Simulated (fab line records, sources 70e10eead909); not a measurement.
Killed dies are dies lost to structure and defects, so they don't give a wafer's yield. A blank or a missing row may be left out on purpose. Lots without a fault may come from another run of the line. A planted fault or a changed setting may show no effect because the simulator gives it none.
fab line records | flow nand_harc
record lots=7 wafers=21 last_day=32
route steps=1302 shown A_CHANNEL_HOLE_D2@606 A_CHANNEL_FILL_D2@610 END@1302
lots that met no fault: from a run of the same line without faults
start_h: hours from the record's first day to the start of the lot's first wafer shown | wait_h: hours since the lot's step before | " the same as in the row above | L1.1+2: a row that stands for several wafers | - no value, or no start given | * or withheld: withheld | < > ~ a bound
route shown NAME@n: a module of which the file shows steps, and the number in the route of the first | usual: mean/standard deviation of fault-free wafers | same: alike in all rows | chamber/n: place in a boat | sites: the reading at each site | _std_site: their standard deviation | _edge_site: outer sites' mean less inner sites' | radius_mm: how far each site lies from the wafer's centre | mask NAME#n: copy n | behind: the tool/chamber that last shaped the wafer | hold: why the lot was held/for how many hours/how that ended | device: the transistor (n, p or np) that didn't switch | end of line: the same wafers' tests at the end of the route | a step without rows: its recipe alone | killed: dies lost to structure and defects at the first sort, not the wafer's yield | map: a wafer's dies, x killed, . not, _ none there
set.NAME: the setting as run; set.NAME@STEP: as run at that earlier step | model.NAME: the simulator's own value behind a step, which no gauge read
lots at some steps of the route; a table a step, a row a wafer
services: from which hour (start_h, from the record's first day; less than 0 if before it) a tool's chamber was out of use, for how many hours, and why
## steps
# step NHARC_A_CHANNEL_HOLE_D2_SRD_30
# step NHARC_A_CHANNEL_HOLE_D2_CD_MEAS_31
# usual cd_nm=90.1/0.88
# columns lot.wafer tool chamber start_h wait_h cd_nm
L140.1 cd_sem-02 - 294.47 - 88.9
L140.4 " - " " 91.5
L140.6 " - " " 89.8
L143.3 cd_sem-03 - 317.48 - 89.8
L143.4 " - " " 90.5
L143.6 " - " " 89.9
L147.2 cd_sem-02 - 366.70 0.1 90.3
L147.3 " - " " 91.4
L147.5 " - " " 91.9
L153.3 cd_sem-02 - 422.55 - 89.9
L153.4 " - " " 89.4
L153.6 " - " " 89.9
L159.2 cd_sem-02 - 485.72 - 89.6
L159.4 " - " " 89.4
L159.6 " - " " 89.1
L158.1 cd_sem-02 - 486.03 - 91.0
L158.2 " - " " 89.9
L158.5 " - " " 89.6
L160.1 cd_sem-02 - 522.47 - 89.5
L160.3 " - " " 89.9
L160.4 " - " " 90.2
# step NHARC_A_CHANNEL_HOLE_D2_XSEM_32
# recipe landing_energy_ev=35000
# step NHARC_A_CHANNEL_HOLE_D2_INSPECT_40
# usual raw_defect_count=298/77
# columns lot.wafer tool chamber start_h wait_h raw_defect_count
L140.1 defect_inspect-01 - 294.65 - 379
L140.4 " - " " 265
L140.6 " - " " 219
L143.3 defect_inspect-02 - 317.66 - 335
L143.4 " - " " 366
L143.6 " - " " 446
L147.2 defect_inspect-02 - 366.88 - 316
L147.3 " - " " 211
L147.5 " - " " 427
L153.3 defect_inspect-02 - 422.73 - 286
L153.4 " - " " 151
L153.6 " - " " 170
L159.2 defect_inspect-01 - 485.91 - 317
L159.4 " - " " 297
L159.6 " - " " 319
L158.1 defect_inspect-02 - 486.21 - 441
L158.2 " - " " 448
L158.5 " - " " 335
L160.1 defect_inspect-01 - 522.65 - 276
L160.3 " - " " 456
L160.4 " - " " 321
# step NHARC_A_CHANNEL_FILL_D2_PRECLEAN_00
# recipe time_s=* temp_c=50 bath_age_min=0 chemistry=SC1
# step NHARC_A_CHANNEL_FILL_D2_SRD_01
# step NHARC_A_CHANNEL_FILL_D2_ALD_02
# recipe target_thk_a=60 pulse_time_s=10 ald_cycles=60 temp_c=300 material=SiO2
# usual heater_power_w=486/54 precursor_pulse_height_rel=1.000/0.02
# columns lot.wafer tool chamber start_h wait_h heater_power_w precursor_pulse_height_rel
L140.1 ald_hk-01 2 294.99 - 465 0.993
L140.4 " 3 " " 440 0.952
L140.6 " 0 " " 512 0.984
L143.4 ald_hk-03 0 317.86 - 519 1.022
L143.3 " 2 " " 466 0.991
L143.6 " 1 " " 397 0.986
L147.3 ald_hk-03 3 367.15 - 504 1.002
L147.2 " 1 " " 397 1.002
L147.5 " 3 " " 504 0.966
L153.4 ald_hk-04 0 423.06 - 528 0.992
L153.3 " 1 " " 501 1.027
L153.6 " 3 " " 449 0.994
L159.4 ald_hk-01 3 486.11 - 431 0.990
L159.2 " 1 " " 394 1.039
L159.6 " 3 " " 442 1.004
L158.1 ald_hk-04 2 486.41 - 560 0.987
L158.2 " 0 " " 490 1.006
L158.5 " 3 " " 429 0.993
L160.3 ald_hk-03 1 522.95 0.2 406 1.041
L160.4 " 2 " " 462 1.033
L160.1 " 3 " " 552 0.997
# step NHARC_A_CHANNEL_FILL_D2_ALD_03
# recipe target_thk_a=60 pulse_time_s=60 ald_cycles=58 temp_c=630 pressure_torr=2 material=SiNx
# usual precursor_pulse_height_rel=1.001/0.02
# columns lot.wafer tool chamber start_h wait_h precursor_pulse_height_rel
L140.1 ald_sin_batch-02 0 - - 1.007
L140.4 " 0 " " 0.987
L140.6 " 0 " " 1.025
L143.3 ald_sin_batch-01 0 - - 1.014
L143.4 " 0 " " 0.996
L143.6 " 0 " " 1.004
L147.2 ald_sin_batch-03 0 - - 0.985
L147.3 " 0 " " 0.993
L147.5 " 0 " " 0.986
L153.3 ald_sin_batch-02 0 - - 0.996
L153.4 " 0 " " 1.000
L153.6 " 0 " " 0.984
L158.1 ald_sin_batch-02 0 - - 1.025
L158.2 " 0 " " 0.986
L158.5 " 0 " " 0.981
L159.2 ald_sin_batch-02 0 - - 0.988
L159.4 " 0 " " 0.982
L159.6 " 0 " " 1.006
L160.1 ald_sin_batch-03 0 - - 1.024
L160.3 " 0 " " 1.054
L160.4 " 0 " " 0.965
# step NHARC_A_CHANNEL_FILL_D2_ALD_14
# recipe target_thk_a=25 pulse_time_s=10 ald_cycles=25 temp_c=300 material=SiO2
# step NHARC_A_CHANNEL_FILL_D2_ALD_15
# recipe target_thk_a=20 pulse_time_s=60 ald_cycles=19 temp_c=630 pressure_torr=2 material=SiNx
# usual precursor_pulse_height_rel=1.001/0.021
# columns lot.wafer tool chamber start_h wait_h precursor_pulse_height_rel
L140.1 ald_sin_batch-01 0 - - 0.997
L140.4 " 0 " " 0.974
L140.6 " 0 " " 1.006
L143.3 ald_sin_batch-02 0 - - 1.022
L143.4 " 0 " " 1.022
L143.6 " 0 " " 1.021
L147.2 ald_sin_batch-02 0 - - 1.025
L147.3 " 0 " " 0.986
L147.5 " 0 " " 0.993
L153.3 ald_sin_batch-03 0 - - 1.031
L153.4 " 0 " " 0.998
L153.6 " 0 " " 1.001
L158.1 ald_sin_batch-02 0 - - 1.001
L158.2 " 0 " " 0.992
L158.5 " 0 " " 1.015
L159.2 ald_sin_batch-02 0 - - 0.956
L159.4 " 0 " " 1.032
L159.6 " 0 " " 0.958
L160.1 ald_sin_batch-03 0 - - 0.995
L160.3 " 0 " " 1.021
L160.4 " 0 " " 0.996
# step NHARC_A_CHANNEL_FILL_D2_ALD_16
# recipe target_thk_a=15 pulse_time_s=10 ald_cycles=15 temp_c=300 material=SiO2
# usual heater_power_w=482/55 precursor_pulse_height_rel=1.001/0.019
# columns lot.wafer tool chamber start_h wait_h heater_power_w precursor_pulse_height_rel
L140.4 ald_hk-03 2 306.24 0.2 463 0.985
L140.1 " 3 " " 507 1.002
L140.6 " 0 " " 516 1.033
L143.3 ald_hk-04 0 328.40 0.2 531 0.967
L143.4 " 3 " " 464 1.009
L143.6 " 0 " " 532 0.992
L147.2 ald_hk-03 1 379.36 0.1 383 1.014
L147.3 " 2 " " 463 1.033
L147.5 " 0 " " 506 1.019
L153.4 ald_hk-03 1 435.13 0.0 406 0.990
L153.3 " 3 " " 559 1.005
L153.6 " 2 " " 464 0.993
L159.2 ald_hk-01 1 498.84 0.0 392 0.987
L159.4 " 0 " " 504 1.015
L159.6 " 1 " " 405 1.023
L158.2 ald_hk-01 3 499.03 0.2 432 1.012
L158.1 " 0 " " 515 0.985
L158.5 " 3 " " 419 0.975
L160.3 ald_hk-01 0 535.06 0.0 516 1.010
L160.1 " 1 " " 401 1.020
L160.4 " 2 " " 474 0.993
# step NHARC_A_CHANNEL_FILL_D2_ANNEAL_17
# recipe temp_c=850 time_s=1800
# step NHARC_A_CHANNEL_FILL_D2_CVD_18
# recipe target_thk_a=30 temp_c=550 material=poly-Si
# usual zone_power_bottom_pct=10.1/0.83 zone_power_upper_pct=7.14/0.23
# columns lot.wafer tool chamber start_h wait_h zone_power_bottom_pct zone_power_upper_pct
L140.1 lpcvd_poly-04 0 316.57 - 11.0 6.96
L140.4 " 0 " " 11.1 6.96
L140.6 " 0 " " 10.9 6.91
L143.3 lpcvd_poly-04 0 338.49 - 11.0 6.96
L143.4 " 0 " " 11.0 6.87
L143.6 " 0 " " 10.9 7.00
L143.3 lpcvd_poly-04 0 340.71 0.5 10.9 6.90
L143.4 " 0 " " 10.9 6.87
L143.6 " 0 " " 10.9 7.05
L147.2 lpcvd_poly-04 0 386.15 - 10.9 6.97
L147.3 " 0 " " 10.8 6.91
L147.5 " 0 " " 10.9 6.99
L147.2 lpcvd_poly-04 0 388.36 0.5 11.0 7.00
L147.3 " 0 " " 10.8 6.87
L147.5 " 0 " " 11.1 6.93
L153.3 lpcvd_poly-03 0 444.80 - 9.0 7.45
L153.4 " 0 " " 9.1 7.41
L153.6 " 0 " " 9.1 7.31
L153.3 lpcvd_poly-03 0 447.02 0.5 9.0 7.40
L153.4 " 0 " " 9.2 7.48
L153.6 " 0 " " 9.1 7.27
L158.1 lpcvd_poly-04 0 509.43 - 10.9 6.79
L158.2 " 0 " " 10.9 6.94
L158.5 " 0 " " 10.7 6.81
L159.2 lpcvd_poly-04 0 509.43 - 10.8 6.89
L159.4 " 0 " " 11.1 6.90
L159.6 " 0 " " 10.9 6.99
L160.1 lpcvd_poly-04 0 544.78 - 10.9 6.99
L160.3 " 0 " " 10.9 6.79
L160.4 " 0 " " 10.8 6.86
# step NHARC_A_CHANNEL_FILL_D2_ETCHBACK_19
# recipe target_depth_a=50 time_s=1.7 hbr_flow_sccm=150 cl2_flow_sccm=50 rf_w=400 icp_w=400 bias_w=100 chemistry=HBr/Cl2
# usual drypump_motor_current_A=5.6/0.35 mfc_cl2_sccm=50.00/0.15 oes_product_au=0.999/0.0075 throttle_valve_pct=26.406/0.0085
# columns lot.wafer tool chamber start_h wait_h drypump_motor_current_A mfc_cl2_sccm oes_product_au rf_hours_counter_h throttle_valve_pct
L140.1 rie_si-03 1 318.64 0.4 5.8 49.92 0.994 0.41 26.395
L140.4 " 3 " " 5.9 50.08 0.997 0.45 26.404
L140.6 " 2 " " 5.1 50.01 0.996 - 26.414
L143.3 rie_si-03 2 343.12 0.7 5.1 50.01 1.013 0.59 26.410
L143.4 " 3 " " 5.9 50.00 0.995 0.55 26.404
L143.6 " 2 " " 5.1 49.99 1.006 - 26.413
L147.3 rie_si-06 0 390.77 0.7 5.7 50.13 1.015 0.82 26.402
L147.2 " 2 " " 5.3 50.12 1.002 0.82 26.411
L147.5 " 0 " " 5.7 50.01 0.998 - 26.391
L153.3 rie_si-03 2 449.47 0.7 5.1 49.92 0.996 0.25 26.406
L153.4 " 0 " " 5.2 50.00 0.987 - 26.414
L153.6 " 2 " " 5.1 49.93 0.999 - 26.415
L159.2 rie_si-06 2 511.54 0.4 5.4 49.84 0.997 0.47 26.403
L159.4 " 3 " " 5.5 50.09 0.995 0.53 26.404
L159.6 " 1 " " 6.0 49.94 1.004 - 26.389
L158.2 rie_si-04 3 511.54 0.4 5.9 49.51 1.004 0.95 26.414
L158.1 " 0 " " 5.6 49.86 1.003 1.09 26.403
L158.5 " 2 " " 6.4 50.16 0.993 - 26.409
L160.3 rie_si-03 0 546.85 0.4 5.2 50.06 0.996 0.74 26.405
L160.1 " 1 " " 5.8 49.69 0.998 0.86 26.410
L160.4 " 3 " " 5.9 50.15 1.005 0.66 26.400
# step NHARC_END_SORT_01
# recipe temp_c=25
# usual killed_at_array=62/16 killed_at_other=0.8/1.1 killed_at_periphery=4/3.2 killed_dies=67/16 killed_open=3.5/1.9 killed_short=2.1/1.5
# same gross_dies=677
# columns lot.wafer tool chamber start_h wait_h killed_at_array killed_at_other killed_at_periphery killed_dies killed_open killed_short
L143.3 prober-02 0 584.43 3.1 668 0 9 677 4 2
L143.4 prober-02 0 585.24 3.4 664 0 13 677 6 2
L143.6 prober-02 0 586.86 4.1 662 0 15 677 4 2
L147.2 prober-02 0 632.07 2.8 674 1 2 677 1 0
L147.3 prober-02 0 632.87 3.1 672 1 4 677 3 1
L147.5 prober-02 0 634.48 3.7 676 0 1 677 6 2
L153.3 prober-02 0 683.98 3.1 673 1 3 677 0 2
L153.4 prober-02 0 684.77 3.4 675 0 2 677 4 2
L153.6 prober-02 0 686.36 4.0 670 1 6 677 3 0
# killed by level:class
L143.3 A_CHANNEL_FILL_D2:area_cvd=593 A_CHANNEL_HOLE_D2:chamber_film_flake=32 A_CHANNEL_HOLE_D1:chamber_film_flake=29 P_GATE:chamber_film_flake=5 A_CONTACT:chamber_film_flake=3 A_CHANNEL_FILL_D1:chamber_film_flake=3 A_CHANNEL_FILL_D2:geometric_particle:open=2 P_M1:chamber_film_flake=2
L143.4 A_CHANNEL_FILL_D2:area_cvd=596 A_CHANNEL_HOLE_D1:chamber_film_flake=31 A_CHANNEL_HOLE_D2:chamber_film_flake=25 P_STI:chamber_film_flake=7 P_GATE:chamber_film_flake=4 A_CONTACT:chamber_film_flake=3 A_CHANNEL_FILL_D2:geometric_particle:open=2 A_ONON_D1:geometric_particle:open=1
L143.6 A_CHANNEL_FILL_D2:area_cvd=613 A_CHANNEL_HOLE_D1:chamber_film_flake=25 A_CHANNEL_HOLE_D2:chamber_film_flake=17 P_GATE:chamber_film_flake=7 P_STI:chamber_film_flake=4 P_CONTACT:geometric_particle:open=3 A_STAIRCASE:chamber_film_flake=2 P_STI:geometric_particle:short=1
L147.2 A_CHANNEL_FILL_D2:area_cvd=605 A_SLIT:chamber_film_flake=28 A_CHANNEL_HOLE_D2:chamber_film_flake=27 A_CHANNEL_HOLE_D1:chamber_film_flake=4 A_CONTACT:chamber_film_flake=3 P_ZERO_WELL:chamber_film_flake=2 A_CHANNEL_FILL_D2:chamber_film_flake=2 A_WL_FILL:chamber_film_flake=2
L147.3 A_CHANNEL_FILL_D2:area_cvd=600 A_SLIT:chamber_film_flake=29 A_CHANNEL_HOLE_D2:chamber_film_flake=29 A_ZERO_WELL:chamber_film_flake=3 P_ZERO_WELL:chamber_film_flake=2 A_CHANNEL_HOLE_D1:chamber_film_flake=2 A_CHANNEL_FILL_D2:chamber_film_flake=2 A_WL_FILL:chamber_film_flake=2
L147.5 A_CHANNEL_FILL_D2:area_cvd=583 A_CHANNEL_HOLE_D2:chamber_film_flake=40 A_SLIT:chamber_film_flake=35 A_CONTACT:chamber_film_flake=4 A_CHANNEL_HOLE_D1:chamber_film_flake=3 A_ONON_D2:geometric_particle:short=2 P_M1:geometric_particle:open=1 A_CHANNEL_FILL_D1:geometric_particle:open=1
L153.3 A_CHANNEL_FILL_D2:area_cvd=621 A_CHANNEL_HOLE_D1:chamber_film_flake=38 A_SLIT:chamber_film_flake=7 A_CONTACT:chamber_film_flake=3 P_M2:chamber_film_flake=2 A_STAIRCASE:chamber_film_flake=2 A_CHANNEL_FILL_D1:geometric_particle:short=1 A_SGD_CUT:geometric_particle:short=1
L153.4 A_CHANNEL_FILL_D2:area_cvd=634 A_CHANNEL_HOLE_D1:chamber_film_flake=30 A_SLIT:chamber_film_flake=3 A_CONTACT:chamber_film_flake=2 A_ONON_D1:geometric_particle:open=1 A_CHANNEL_FILL_D2:geometric_particle:short=1 A_WL_FILL:geometric_particle:short=1 A_CONTACT:geometric_particle:open=1
L153.6 A_CHANNEL_FILL_D2:area_cvd=632 A_CHANNEL_HOLE_D1:chamber_film_flake=30 P_M2:chamber_film_flake=3 A_CHANNEL_FILL_D2:geometric_particle:open=2 P_GATE:chamber_film_flake=2 A_SLIT:chamber_film_flake=2 A_CONTACT:chamber_film_flake=2 P_ZERO_WELL:chamber_film_flake=1
# map L143.3 (x killed, . not)
____________x____________
_________xxxxxxx_________
_______xxxxxxxxxxx_______
______xxxxxxxxxxxxx______
_____xxxxxxxxxxxxxxx_____
____xxxxxxxxxxxxxxxxx____
____xxxxxxxxxxxxxxxxx____
___xxxxxxxxxxxxxxxxxxx___
___xxxxxxxxxxxxxxxxxxx___
__xxxxxxxxxxxxxxxxxxxxx__
__xxxxxxxxxxxxxxxxxxxxx__
_xxxxxxxxxxxxxxxxxxxxxxx_
_xxxxxxxxxxxxxxxxxxxxxxx_
_xxxxxxxxxxxxxxxxxxxxxxx_
_xxxxxxxxxxxxxxxxxxxxxxx_
_xxxxxxxxxxxxxxxxxxxxxxx_
xxxxxxxxxxxxxxxxxxxxxxxxx
xxxxxxxxxxxxxxxxxxxxxxxxx
xxxxxxxxxxxxxxxxxxxxxxxxx
xxxxxxxxxxxxxxxxxxxxxxxxx
xxxxxxxxxxxxxxxxxxxxxxxxx
_xxxxxxxxxxxxxxxxxxxxxxx_
_xxxxxxxxxxxxxxxxxxxxxxx_
_xxxxxxxxxxxxxxxxxxxxxxx_
_xxxxxxxxxxxxxxxxxxxxxxx_
_xxxxxxxxxxxxxxxxxxxxxxx_
__xxxxxxxxxxxxxxxxxxxxx__
__xxxxxxxxxxxxxxxxxxxxx__
___xxxxxxxxxxxxxxxxxxx___
___xxxxxxxxxxxxxxxxxxx___
____xxxxxxxxxxxxxxxxx____
____xxxxxxxxxxxxxxxxx____
_____xxxxxxxxxxxxxxx_____
______xxxxxxxxxxxxx______
_______xxxxxxxxxxx_______
_________xxxxxxx_________
____________x____________
# map L147.2 (x killed, . not)
____________x____________
_________xxxxxxx_________
_______xxxxxxxxxxx_______
______xxxxxxxxxxxxx______
_____xxxxxxxxxxxxxxx_____
____xxxxxxxxxxxxxxxxx____
____xxxxxxxxxxxxxxxxx____
___xxxxxxxxxxxxxxxxxxx___
___xxxxxxxxxxxxxxxxxxx___
__xxxxxxxxxxxxxxxxxxxxx__
__xxxxxxxxxxxxxxxxxxxxx__
_xxxxxxxxxxxxxxxxxxxxxxx_
_xxxxxxxxxxxxxxxxxxxxxxx_
_xxxxxxxxxxxxxxxxxxxxxxx_
_xxxxxxxxxxxxxxxxxxxxxxx_
_xxxxxxxxxxxxxxxxxxxxxxx_
xxxxxxxxxxxxxxxxxxxxxxxxx
xxxxxxxxxxxxxxxxxxxxxxxxx
xxxxxxxxxxxxxxxxxxxxxxxxx
xxxxxxxxxxxxxxxxxxxxxxxxx
xxxxxxxxxxxxxxxxxxxxxxxxx
_xxxxxxxxxxxxxxxxxxxxxxx_
_xxxxxxxxxxxxxxxxxxxxxxx_
_xxxxxxxxxxxxxxxxxxxxxxx_
_xxxxxxxxxxxxxxxxxxxxxxx_
_xxxxxxxxxxxxxxxxxxxxxxx_
__xxxxxxxxxxxxxxxxxxxxx__
__xxxxxxxxxxxxxxxxxxxxx__
___xxxxxxxxxxxxxxxxxxx___
___xxxxxxxxxxxxxxxxxxx___
____xxxxxxxxxxxxxxxxx____
____xxxxxxxxxxxxxxxxx____
_____xxxxxxxxxxxxxxx_____
______xxxxxxxxxxxxx______
_______xxxxxxxxxxx_______
_________xxxxxxx_________
____________x____________
## services
# columns tool chamber start_h hours kind
ald_hk-01 - 285.58 2.4 repair
rie_si-03 2 292.81 3.5 repair
ald_hk-01 - 296.00 10.0 pm
ald_hk-03 - 311.16 0.5 repair
rie_si-04 2 336.48 6.8 repair
rie_si-04 - 342.00 9.0 pm
rie_si-03 - 342.32 0.1 repair
rie_si-03 0 353.26 14.9 repair
rie_si-04 2 375.42 9.3 repair
rie_si-04 2 389.17 12.9 repair
ald_hk-03 - 390.00 10.0 pm
ald_hk-03 0 390.00 10.0 vent_cycle
ald_hk-03 1 390.00 10.0 vent_cycle
lpcvd_poly-03 - 393.24 26.0 pm
rie_si-03 - 398.00 9.0 pm
rie_si-06 - 426.00 9.0 pm
ald_hk-04 - 435.47 10.0 pm
rie_si-03 3 446.49 14.1 repair
rie_si-04 2 462.64 2.0 repair
lpcvd_poly-03 - 463.69 7.6 repair
rie_si-03 0 472.08 3.9 repair
ald_hk-01 - 474.00 10.0 pm
ald_sin_batch-01 - 507.39 26.0 pm
rie_si-04 - 519.00 9.0 pm
## key
first_sign step=NHARC_A_CHANNEL_FILL_D2_CVD_18 reading=visit direction=added
effect step=NHARC_END_SORT_01 reading=killed_at_array direction=up sigmas=37 usual=62 struck=670
more_kills_born_at NHARC_A_CHANNEL_FILL_D2_CVD_18@lpcvd_poly-04=3590 NHARC_A_CHANNEL_FILL_D2_CVD_18@lpcvd_poly-03=1887
met_at NHARC_A_CHANNEL_FILL_D2_CVD_18
struck_wafers L143.3,L143.4,L143.6,L147.2,L147.3,L147.5,L153.3,L153.4,L153.6
later_rows_left_out L143.3,L143.4,L143.6,L147.2,L147.3,L147.5,L153.3,L153.4,L153.6
tester_left_out L143,L147,L153
fault kind=repeated_step_whole tool=lpcvd_poly-02,lpcvd_poly-03,lpcvd_poly-04 chamber=- onset_h=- steps=NHARC_A_CHANNEL_FILL_D2_CVD_18 times=1 scope=struck_lots_only
# tester_left_out: of these lots the tester's yield and bins aren't shown, on N5 and GAA mostly nor the transistor test; their killed dies are dies lost to structure and defects alone, not to doping, threshold or leakage, so they don't give the yield
# later_rows_left_out: the simulator's readings of these wafers behind a module that went badly wrong aren't trusted and aren't shown, but for the sort
